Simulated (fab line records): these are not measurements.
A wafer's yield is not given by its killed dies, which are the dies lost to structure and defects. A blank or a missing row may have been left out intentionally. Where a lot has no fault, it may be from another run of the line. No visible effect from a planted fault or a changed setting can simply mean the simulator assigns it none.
fab line records	flow nand-harc
record lots=12	wafers=36	last-day=33
route steps=1302 shown A_BONDPAD@1220 HYBRID_BOND@1242 THIN_TSV@1256 END@1302
lots with no fault: from the same line, run without faults
start-h: start of the lot's first displayed wafer, in hours after the record's first day	wait-h: hours since the lot's step before	" repeats the value in the row above	L1.1+2: one row covering several wafers at once	- no value, or no start given	* or withheld: withheld	< > ~ a bound
route shown NAME@n: names a module that has steps shown in the file, with the first one's number in the route	usual: mean/standard deviation taken from wafers without a fault	same: alike in all rows	chamber/n: place in a boat	sites: readings site by site	_std_site: the standard deviation of these	_edge_site: outer sites' mean less inner sites'	radius-mm: how far each site lies from the wafer's centre	mask NAME#n: copy n	behind: the tool/chamber that last shaped the wafer	hold: cause of the lot's hold/its duration in hours/its outcome	device: whichever transistor did not switch (one of n, p or np)	end of line: the route-end tests of the same wafers	where a step has no rows: the recipe by itself	killed: dies lost to structure and defects at the first sort, not the wafer's yield	map: per-die view of a wafer (x killed, . not killed, _ where there is no die)
set.NAME: the setting as run; set.NAME@STEP: as run at that earlier step	model.NAME: the simulator's own value behind a step, which no gauge read
one table for each step of the route and one row for each wafer, over a sample of lots
services: from which hour (start-h, from the record's first day; less than 0 if before it) a tool's chamber was out of use, for how many hours, and why
## steps
# step NHARC_A_BONDPAD_ETCH_12
# recipe target-depth-a=2200	time-s=110	chf3-flow-sccm=50	o2-flow-sccm=10	ar-flow-sccm=200	rf-w=500	bias-w=200	chemistry=CHF3/O2
# usual drypump-motor-current-A=5.8/0.45	oes-product-au=0.948/0.023	rf-vpp-V=369.9/2.7	showerhead-plenum-p-Torr=2.37/0.11	throttle-valve-pct=20.572/0.0087
lot.wafer	tool	chamber	start-h	wait-h	drypump-motor-current-A	oes-product-au	rf-hours-counter-h	rf-vpp-V	showerhead-plenum-p-Torr	throttle-valve-pct
L760.4	rie-diel-10	2	-	-	5.9	0.948	20	365.9	2.23	20.581
L760.5	"	0	"	"	5.6	0.935	-	367.5	2.27	20.562
L760.6	"	1	"	"	5.6	0.934	-	371.0	2.47	20.579
L761.3	rie-diel-07	1	-	-	6.1	0.917	24	369.9	2.37	20.575
L761.4	"	3	"	"	5.9	0.926	25	372.4	2.47	20.563
L761.6	"	1	"	"	6.0	0.917	-	371.0	2.37	20.572
L763.3	rie-diel-05	2	-	-	6.6	0.916	4	368.3	2.32	20.572
L763.6	"	3	"	"	5.9	0.925	-	367.5	2.24	20.570
L763.5	"	0	"	"	5.2	0.966	-	374.2	2.55	20.554
L764.4	rie-diel-10	2	-	-	5.9	0.939	25	367.5	2.23	20.573
L764.3	"	3	"	"	5.8	0.939	24	367.6	2.29	20.567
L764.5	"	0	"	"	5.6	0.939	-	367.4	2.27	20.568
L765.4	rie-diel-10	3	-	-	5.8	0.947	24	367.8	2.29	20.577
L765.2	"	2	"	"	5.9	0.942	25	367.4	2.23	20.579
L765.5	"	3	"	"	5.8	0.943	-	367.1	2.29	20.582
L766.3	rie-diel-10	0	-	-	5.6	0.976	23	366.6	2.27	20.552
L766.1	"	2	"	"	5.9	0.991	25	365.8	2.23	20.566
L766.2	"	3	"	"	5.8	0.997	24	368.2	2.29	20.574
L767.1	rie-diel-10	0	-	-	5.6	0.979	0	367.4	2.27	20.581
L767.3	"	1	"	"	5.6	0.965	0	372.1	2.47	20.580
L767.5	"	0	"	"	5.6	0.983	-	367.6	2.27	20.565
L770.4	rie-diel-07	0	-	-	5.1	0.924	38	370.7	2.35	20.568
L770.2	"	1	"	"	6.1	0.912	47	368.6	2.36	20.580
L770.6	"	2	"	"	5.7	0.923	-	366.8	2.24	20.576
L774.3	rie-diel-07	0	-	-	5.1	0.979	9	369.9	2.35	20.577
L774.4	"	2	"	"	5.6	0.953	12	376.3	2.59	20.568
L774.5	"	3	"	"	5.8	0.996	-	372.9	2.45	20.580
L780.3	rie-diel-05	3	-	-	5.9	0.954	4	367.5	2.24	20.572
L780.1	"	0	"	"	5.2	0.961	4	374.3	2.55	20.567
L780.2	"	2	"	"	6.6	0.961	4	368.8	2.32	20.580
L781.4	rie-diel-05	0	-	-	5.2	0.967	5	375.2	2.55	20.570
L781.1	"	1	"	"	6.5	0.987	4	370.1	2.39	20.566
L781.6	"	0	"	"	5.2	0.975	-	374.6	2.55	20.571
L782.2	rie-diel-05	2	-	-	6.6	0.969	4	369.6	2.32	20.602
L782.5	"	0	"	"	5.2	0.960	-	372.4	2.55	20.563
L782.6	"	1	"	"	6.5	0.968	-	370.5	2.39	20.573
# step NHARC_HYBRID_BOND_OVL_MEAS_05
# usual overlay-x-nm=0/31	overlay-y-nm=-2/34
lot.wafer	tool	chamber	start-h	wait-h	overlay-x-nm	overlay-y-nm
L760.4	overlay-01	-	551.92	0.4	-11	-36
L760.5	"	-	"	"	35	34
L760.6	"	-	"	"	-72	28
L761.3	overlay-01	-	569.35	0.4	51	-30
L761.4	"	-	"	"	14	14
L761.6	"	-	"	"	-69	-31
L763.3	overlay-02	-	569.36	0.4	1	14
L763.5	"	-	"	"	11	50
L763.6	"	-	"	"	56	-74
L764.3	overlay-02	-	581.71	0.4	-18	-25
L764.4	"	-	"	"	-8	-4
L764.5	"	-	"	"	7	-29
L766.1	overlay-02	-	586.26	0.4	53	-38
L766.2	"	-	"	"	-20	-2
L766.3	"	-	"	"	19	-36
L765.2	overlay-01	-	586.26	0.4	39	0
L765.4	"	-	"	"	21	-59
L765.5	"	-	"	"	18	5
L767.1	overlay-02	-	616.96	0.4	-49	-42
L767.3	"	-	"	"	-40	5
L767.5	"	-	"	"	19	-30
L770.2	overlay-02	-	641.94	0.4	-6	-2
L770.4	"	-	"	"	-28	-27
L770.6	"	-	"	"	21	31
L774.3	overlay-01	-	708.83	0.4	41	-13
L774.4	"	-	"	"	19	30
L774.5	"	-	"	"	-20	113
L780.1	overlay-01	-	737.66	0.4	-19	-26
L780.2	"	-	"	"	0	5
L780.3	"	-	"	"	-27	6
L781.1	overlay-02	-	753.02	0.4	-46	-68
L781.4	"	-	"	"	4	17
L781.6	"	-	"	"	43	-15
L782.2	overlay-01	-	770.43	0.4	29	-17
L782.5	"	-	"	"	28	37
L782.6	"	-	"	"	21	-30
# step NHARC_THIN_TSV_EXPOSE_09
# recipe na=0.55	dose-mj=30.7	mask-id=TSV
# usual exposure-dose-mJ-cm2=30.69/0.15
# same na=0.55
lot.wafer	tool	chamber	start-h	wait-h	mask	exposure-dose-mJ-cm2
L760.4	krf-scanner-04	0	554.50	-	TSV#0	30.69
L760.5	"	0	"	"	TSV#0	30.73
L760.6	"	0	"	"	TSV#0	30.72
L761.3	krf-scanner-02	0	572.00	-	TSV#0	30.68
L761.4	"	0	"	"	TSV#0	30.68
L761.6	"	0	"	"	TSV#0	30.67
L763.3	krf-scanner-02	0	574.28	-	TSV#0	30.67
L763.5	"	0	"	"	TSV#0	30.69
L763.6	"	0	"	"	TSV#0	30.72
L764.3	krf-scanner-01	0	584.30	-	TSV#0	30.64
L764.4	"	0	"	"	TSV#0	30.70
L764.5	"	0	"	"	TSV#0	30.70
L765.2	krf-scanner-02	0	588.88	-	TSV#0	30.61
L765.4	"	0	"	"	TSV#0	30.65
L765.5	"	0	"	"	TSV#0	30.67
L766.1	krf-scanner-01	0	590.01	-	TSV#0	30.64
L766.2	"	0	"	"	TSV#0	30.64
L766.3	"	0	"	"	TSV#0	30.69
L767.1	krf-scanner-01	0	619.55	-	TSV#0	28.46
L767.3	"	0	"	"	TSV#0	28.42
L767.5	"	0	"	"	TSV#0	28.47
L770.2	krf-scanner-02	0	645.70	-	TSV#0	30.69
L770.4	"	0	"	"	TSV#0	30.68
L770.6	"	0	"	"	TSV#0	30.72
L774.3	krf-scanner-01	0	711.33	-	TSV#0	29.74
L774.4	"	0	"	"	TSV#0	29.76
L774.5	"	0	"	"	TSV#0	29.73
L780.1	krf-scanner-04	0	747.60	-	TSV#0	30.63
L780.2	"	0	"	"	TSV#0	30.70
L780.3	"	0	"	"	TSV#0	30.66
L781.1	krf-scanner-04	0	755.49	-	TSV#0	30.67
L781.4	"	0	"	"	TSV#0	30.74
L781.6	"	0	"	"	TSV#0	30.68
L782.2	krf-scanner-04	0	774.08	-	TSV#0	30.65
L782.5	"	0	"	"	TSV#0	30.69
L782.6	"	0	"	"	TSV#0	30.65
# step NHARC_THIN_TSV_DEP_47
# recipe target-thk-a=2000	temp-c=withheld	pressure-torr=6.5	rf-w=900	teos-flow-sccm=161.4	flow-sccm=2650	target-thk-nm=200	gas=O2	material=SiO2
# usual throttle-valve-pct=16.2/0.45
lot.wafer	tool	chamber	start-h	wait-h	throttle-valve-pct
L760.5	pecvd-01	0	556.61	-	15.9
L760.6	"	1	"	"	15.9
L760.4	"	2	"	"	16.5
L761.3	pecvd-02	0	574.07	-	16.1
L761.6	"	1	"	"	15.5
L761.4	"	0	"	"	16.0
L763.3	pecvd-03	0	576.36	-	16.3
L763.5	"	1	"	"	16.3
L763.6	"	2	"	"	16.5
L764.3	pecvd-02	0	586.37	-	16.4
L764.4	"	1	"	"	15.7
L764.5	"	2	"	"	16.4
L765.2	pecvd-01	1	590.91	-	15.9
L765.4	"	0	"	"	16.2
L765.5	"	1	"	"	15.6
L766.2	pecvd-03	0	592.31	-	16.2
L766.3	"	1	"	"	16.2
L766.1	"	2	"	"	16.6
L767.1	pecvd-01	0	621.60	-	16.4
L767.3	"	1	"	"	16.1
L767.5	"	1	"	"	15.6
L770.2	pecvd-01	1	647.78	-	15.8
L770.4	"	0	"	"	16.5
L770.6	"	1	"	"	15.9
L774.4	pecvd-02	0	713.46	-	16.7
L774.3	"	1	"	"	16.0
L774.5	"	0	"	"	16.7
L780.2	pecvd-02	2	749.59	-	16.0
L780.1	"	1	"	"	16.3
L780.3	"	2	"	"	16.4
L781.1	pecvd-01	2	757.49	-	17.1
L781.4	"	2	"	"	17.3
L781.6	"	0	"	"	16.2
L782.2	pecvd-01	0	776.15	-	16.1
L782.6	"	1	"	"	16.0
L782.5	"	0	"	"	16.1
# step NHARC_END_SORT_01
# recipe temp-c=25
# usual defect-limited-yield=91/3	killed-at-array=54/21	killed-at-other=1.0/1.2	killed-at-periphery=3.6/2.6	killed-dies=58/20	killed-open=3.3/1.9	killed-short=2.6/1.5	sort_bin_2_pct=3.1/1.4	sort_bin_3_pct=0.6/0.37	sort_bin_4_pct=4.9/1.6	sort-n-pass=619/20	sort-rim-yield-pct=91/4.3	sort-yield-pct=91/3
# same gross-dies=677	sort_bin_5_pct[%]=0	sort_bin_6_pct[%]=0	sort_bin_7_pct[%]=0	sort_bin_8_pct[%]=0	sort-rim-n-gross=106.00
lot.wafer	tool	chamber	start-h	wait-h	defect-limited-yield[%]	killed-at-array	killed-at-other	killed-at-periphery	killed-dies	killed-open	killed-short	sort_bin_2_pct[%]	sort_bin_3_pct[%]	sort_bin_4_pct[%]	sort-n-pass	sort-rim-yield-pct[%]	sort-yield-pct[%]
L774.3	prober-01	0	730.61	3.1	86	93	0	4	97	5	2	5.5	0.9	8.0	580	91	86
L774.4	prober-01	0	731.40	3.4	90	65	1	0	66	4	1	3.1	1.0	5.6	611	84	90
L774.5	prober-01	0	732.19	3.7	88	73	1	7	81	4	4	4.4	0.7	6.8	596	86	88
# killed by level:class
L774.3 A_CHANNEL_HOLE_D1:chamber-film-flake=40 A_SLIT:chamber-film-flake=36 A_CONTACT:chamber-film-flake=5 A_ONON_D1:geometric-particle:open=3 A_CHANNEL_FILL_D1:chamber-film-flake=3 P_BONDPAD:chamber-film-flake=2 P_CONTACT:geometric-particle:short=1 A_CHANNEL_FILL_D2:geometric-particle:short=1
L774.4 A_CHANNEL_HOLE_D1:chamber-film-flake=31 A_SLIT:chamber-film-flake=16 A_CHANNEL_HOLE_D2:chamber-film-flake=5 A_CONTACT:chamber-film-flake=4 A_BLC:geometric-particle:open=2 A_CHANNEL_FILL_D1:chamber-film-flake=2 A_DECK1_JOINT:chamber-film-flake=2 A_SOURCE_PLATE:geometric-particle:short=1
L774.5 A_SLIT:chamber-film-flake=27 A_CHANNEL_HOLE_D1:chamber-film-flake=24 A_CONTACT:chamber-film-flake=10 P_BONDPAD:chamber-film-flake=3 A_CHANNEL_HOLE_D2:chamber-film-flake=3 P_CONTACT:chamber-film-flake=2 P_GATE:geometric-particle:open=1 A_CHANNEL_FILL_D1:geometric-particle:open=1
## services
tool	chamber	start-h	hours	kind
pecvd-01	1	522.66	16.5	repair
krf-scanner-04	-	526.03	4.0	pm
rie-diel-05	3	539.82	3.3	repair
rie-diel-10	-	542.03	2.6	repair
pecvd-02	-	551.95	0.9	repair
pecvd-02	-	560.78	1.1	repair
krf-scanner-02	-	566.61	1.7	repair
rie-diel-05	-	583.60	9.0	pm
pecvd-02	-	589.11	13.0	pm
krf-scanner-04	-	595.43	4.7	repair
rie-diel-10	-	596.96	9.0	pm
krf-scanner-04	-	601.07	2.5	repair
krf-scanner-02	-	610.00	4.0	pm
pecvd-02	2	616.48	5.6	repair
krf-scanner-02	-	616.69	0.3	repair
krf-scanner-02	-	619.37	0.6	repair
krf-scanner-04	-	627.05	0.5	repair
pecvd-01	-	673.06	13.0	pm
rie-diel-10	3	702.51	7.9	repair
rie-diel-10	0	709.55	4.3	repair
rie-diel-10	1	741.86	3.3	repair
rie-diel-10	2	758.62	4.4	repair
pecvd-01	0	767.37	3.0	repair
rie-diel-10	-	773.96	9.0	pm
## key
first-sign step=NHARC_THIN_TSV_EXPOSE_09	reading=exposure-dose-mJ-cm2	direction=down	sigmas=11	usual=30.69	struck=29.10
effect none on later readings
met-at NHARC_THIN_TSV_EXPOSE_09
struck-lots L767,L774
loop-trim step=NHARC_THIN_TSV_EXPOSE_09	setting=dose	lots=L774
not-acting-at NHARC_A_BONDPAD_ETCH_12,NHARC_HYBRID_BOND_OVL_MEAS_05,NHARC_THIN_TSV_DEP_47
onset-between 590.01 619.55
fault kind=process-parameter-drift	tool=krf-scanner-01	chamber=-	onset-h=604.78	steps=NHARC_THIN_TSV_EXPOSE_09	channel=dose-mj	offset=-2.177	shape=step	acts-in=these-recipes-only	stated=30.7
# loop-trim: a control loop set the setting to another value than it would have without faults
